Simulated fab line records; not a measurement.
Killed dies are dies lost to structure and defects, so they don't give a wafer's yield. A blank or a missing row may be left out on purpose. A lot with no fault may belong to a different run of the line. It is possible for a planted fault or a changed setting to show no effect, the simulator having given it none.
A struck lot beside a sound one :: flow nand-harc :: 15 steps out of a route of 1302
Sound: the wafers L641.3, L641.5, L641.6. Struck: wafers L634.4, L634.6. (L634.2 of the same lot was not struck and is left out.) The cause comes at the end.
Per side, at each step with rows, come the tool, then ch with its chambers, and then its first start. Under that, the readings that differ: sound wafers :: struck wafers :: difference of the means :: sigmas: that difference in standard deviations of wafers without a fault.
alike: words and numbers the same on both sides, and readings whose means are apart by under 2 such deviations; not compared: readings that were withheld, readings missing a value for some wafer, numbers with overlapping values and no deviation given by the record, and bounds like >300 which may hide the same value.
Wherever a step has rows on one side only, a row that says differs or no value, or a row with sigmas, the two part there. Numbers that have no deviation but don't overlap get no sigmas and don't part them. Lack of a reading on every wafer of one side parts them only where that side has two or more wafers.

NHARC_A_CHANNEL_HOLE_D1_STRIP_27: strips in O2.
  sound: rie-diel-12 ch 0,1; struck: rie-diel-03 ch 0,1
reading: drypump-motor-current-A (A)
sound: 6.4 6.8 6.4
struck: 5.7 5.3
difference: -1.0
sigmas: -2
  alike: o2-flow-sccm, oes-product-au, rf-vpp-V, showerhead-plenum-p-Torr, throttle-valve-pct
  not compared: rf-hours-counter-h
then, 2 steps without rows for these wafers: NHARC_A_CHANNEL_HOLE_D1_PRECLEAN_28 (cleans in SC1); NHARC_A_CHANNEL_HOLE_D1_SRD_29.
NHARC_A_CHANNEL_HOLE_D1_CD_MEAS_30:
  struck on cd-sem-01, day 11 10:43; sound on cd-sem-02, day 14 02:16
  alike: cd-nm
NHARC_A_CHANNEL_HOLE_D1_XSEM_31:
  sound on xsem-02 ch 0, day 14 02:23; struck on xsem-02 ch 0, day 11 10:49
  alike: bot-cd-nm, bow-nm, tilt-deg
NHARC_A_CHANNEL_HOLE_D1_INSPECT_40:
  struck on defect-inspect-01, day 11 10:55; sound on defect-inspect-02, day 14 02:29
  alike: raw-defect-count
then, 2 steps without rows for these wafers: NHARC_A_CHANNEL_FILL_D1_PRECLEAN_00 (cleans in SC1); NHARC_A_CHANNEL_FILL_D1_SRD_01.
NHARC_A_CHANNEL_FILL_D1_ALD_02: deposits SiO2, target thk 6 nm, pulse time 10 s, ald cycles 60.
  sound on ald-hk-03 ch 2,3, day 14 02:40; struck on ald-hk-01 ch 2, day 11 11:07
reading: heater-power-w (W)
sound: 457 464 377
struck: 567 568
difference: +135
sigmas: +2
  alike: precursor-pulse-height-rel
  not compared: ald-cycles
NHARC_A_CHANNEL_FILL_D1_ALD_03: deposits SiNx, target thk 6 nm, pulse time 60 s, ald cycles 58.
  sound: ald-sin-batch-02 ch 0; struck: ald-sin-batch-02 ch 0
  alike: precursor-pulse-height-rel
  not compared: ald-cycles
NHARC_A_CHANNEL_FILL_D1_ALD_14: deposits SiO2, target thk 2.5 nm, pulse time 10 s, ald cycles 25.
  sound on ald-hk-02 ch 0,1,3, day 14 09:49; struck on ald-hk-01 ch 0,3, day 11 18:05
  alike: heater-power-w, precursor-pulse-height-rel
  not compared: ald-cycles
then, 1 step without rows for these wafers: NHARC_A_CHANNEL_FILL_D1_ALD_15 (deposits SiNx, target thk 2 nm, pulse time 60 s, ald cycles 19).
NHARC_A_CHANNEL_FILL_D1_ALD_16: deposits SiO2, target thk 1.5 nm, pulse time 10 s, ald cycles 15.
  sound on ald-hk-03 ch 1,2,3, day 14 15:07; struck on ald-hk-02 ch 2,3, day 11 23:17
reading: ald-cycles
sound: 15 15 15
struck: 19 19
difference: +4
sigmas: 
  alike: heater-power-w, precursor-pulse-height-rel
then, 2 steps without rows for these wafers: NHARC_A_CHANNEL_FILL_D1_ANNEAL_17 (time 1800 s); NHARC_END_SORT_01.

WHERE THEY PART
First at NHARC_A_CHANNEL_HOLE_D1_STRIP_27; last, within this record, at NHARC_A_CHANNEL_FILL_D1_ALD_02. Later steps at which nothing parts them and some readings are alike: NHARC_A_CHANNEL_FILL_D1_ALD_03, NHARC_A_CHANNEL_FILL_D1_ALD_14, NHARC_A_CHANNEL_FILL_D1_ALD_16.

WHY: what had been put in by the simulator
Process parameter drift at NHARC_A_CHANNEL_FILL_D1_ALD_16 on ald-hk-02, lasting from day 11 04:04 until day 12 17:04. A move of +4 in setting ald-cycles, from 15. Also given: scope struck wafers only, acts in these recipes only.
